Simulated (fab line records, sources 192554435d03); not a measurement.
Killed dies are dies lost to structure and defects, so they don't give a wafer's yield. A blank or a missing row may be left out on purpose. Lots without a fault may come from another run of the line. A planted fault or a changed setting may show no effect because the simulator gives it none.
Split-lot experiment | flow n5_finfet | 7 lots, 39 wafers read, on a route of 1938 steps

THE SPLIT
At N5_ZERO_LAYER_DEVELOP_10 (develop time 60 s), the setting develop_time_s was moved away from the recipe's 60 s on 12 of the 39 wafers read, by -56.9% to +42.0%. The other wafers ran this setting at the recipe's value.

FROM THE SPLIT TO THE READING: what the file shows between them, 1 step
- N5_ZERO_LAYER_HARDBAKE_23: time 120 s

THE READING
cd_nm, in nm, at N5_ZERO_LAYER_CD_MEAS_11 (target cd 2000 nm). Fault-free wafers of this fab line usually give 2000.7 nm, standard deviation 2.7 nm.

wafer  | tool, chamber at the split | develop_time_s as run, s | against the recipe | cd_nm, nm | against lot-mates on the recipe
L074.2 | litho_track-05, 0          | 60                       | recipe             | 2002.0    | -
L074.5 | litho_track-05, 0          | 60                       | recipe             | 2000.8    | -
L074.6 | litho_track-05, 0          | 60                       | recipe             | 1998.1    | -
L082.1 | litho_track-05, 0          | 60                       | recipe             | 2002.6    | -
L082.2 | litho_track-05, 0          | 60                       | recipe             | 1995.1    | -
L082.3 | litho_track-05, 0          | 60                       | recipe             | 1997.1    | -
L082.4 | litho_track-05, 0          | 60                       | recipe             | 1999.6    | -
L082.5 | litho_track-05, 0          | 60                       | recipe             | 1997.2    | -
L082.6 | litho_track-05, 0          | 60                       | recipe             | 1998.2    | -
L084.1 | litho_track-05, 0          | 25.89                    | -56.9%             | 1984.6    | -18.3
L084.2 | litho_track-05, 0          | 60                       | recipe             | 2006.1    | -
L084.3 | litho_track-05, 0          | 25.89                    | -56.9%             | 1986.7    | -16.2
L084.4 | litho_track-05, 0          | 60                       | recipe             | 2000.7    | -
L084.5 | litho_track-05, 0          | 25.89                    | -56.9%             | 1982.2    | -20.7
L084.6 | litho_track-05, 0          | 60                       | recipe             | 2002.0    | -
L085.1 | litho_track-05, 0          | 60                       | recipe             | 1998.2    | -
L085.2 | litho_track-05, 0          | 85.21                    | +42.0%             | 2005.8    | +5.9
L085.3 | litho_track-05, 0          | 85.21                    | +42.0%             | 2006.5    | +6.6
L085.4 | litho_track-05, 0          | 60                       | recipe             | 1998.0    | -
L085.5 | litho_track-05, 0          | 85.21                    | +42.0%             | 2009.4    | +9.5
L085.6 | litho_track-05, 0          | 60                       | recipe             | 2003.6    | -
L086.1 | litho_track-05, 0          | 60                       | recipe             | 1998.6    | -
L086.2 | litho_track-05, 0          | 60                       | recipe             | 1997.9    | -
L086.3 | litho_track-05, 0          | 60                       | recipe             | 1997.9    | -
L086.4 | litho_track-05, 0          | 78.28                    | +30.5%             | 2005.8    | +7.7
L086.5 | litho_track-05, 0          | 78.28                    | +30.5%             | 2008.6    | +10.5
L086.6 | litho_track-05, 0          | 78.28                    | +30.5%             | 2006.5    | +8.4
L089.1 | litho_track-02, 0          | 39.9                     | -33.5%             | 1994.6    | -6.4
L089.2 | litho_track-02, 0          | 60                       | recipe             | 2002.8    | -
L089.3 | litho_track-02, 0          | 39.9                     | -33.5%             | 1994.1    | -6.9
L089.4 | litho_track-02, 0          | 60                       | recipe             | 2000.2    | -
L089.5 | litho_track-02, 0          | 39.9                     | -33.5%             | 1992.1    | -8.9
L089.6 | litho_track-02, 0          | 60                       | recipe             | 2000.0    | -
L091.1 | litho_track-01, 0          | 60                       | recipe             | 1997.9    | -
L091.2 | litho_track-01, 0          | 60                       | recipe             | 2000.7    | -
L091.3 | litho_track-01, 0          | 60                       | recipe             | 1997.4    | -
L091.4 | litho_track-01, 0          | 60                       | recipe             | 2000.5    | -
L091.5 | litho_track-01, 0          | 60                       | recipe             | 2004.0    | -
L091.6 | litho_track-01, 0          | 60                       | recipe             | 1997.2    | -

THE FIT
A straight line over all 39 wafers: cd_nm changes by +0.228 nm for each +1% of develop_time_s; r = +0.91; the points scatter about the line by 2.5 nm.
The same after taking each lot's own level away (the mean of its wafers on the recipe; 39 wafers): +0.265 nm for each +1%; r = +0.93; scatter 2.5 nm.
On that fit, the largest move of develop_time_s shifts the reading by 15 nm.
The lots' own levels span 1998.13 to 2002.93 nm, that is 1.8 times the standard deviation above.
So the lot-to-lot level changes the slope: the two fits differ.
Check: with one of the wafers moved furthest among these (-56.9%) left out of the fit, the line predicts -14.8 nm for it against its lot-mates. It came out at -18.3 nm against them.

THE WHOLE CHAIN: every reading that the file lists as answering this split, in the file's order
step                     | what it does             | reading                                                           | change (the file's fit)               | r (the file's)
N5_ZERO_LAYER_CD_MEAS_11 | target cd 2000 nm        | cd_nm                                                             | +0.265 nm for each +1% of the setting | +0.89
N5_ZERO_LAYER_DESCUM_16  | chemistry O2, time 7.9 s | ZERO_LAYER.cd_nm (the simulator's own value, which no gauge read) | +0.262 nm for each +1% of the setting | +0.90

THE FILE'S OWN FIT
cd_nm changes by +0.265 nm for each +1% of develop_time_s, r = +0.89.
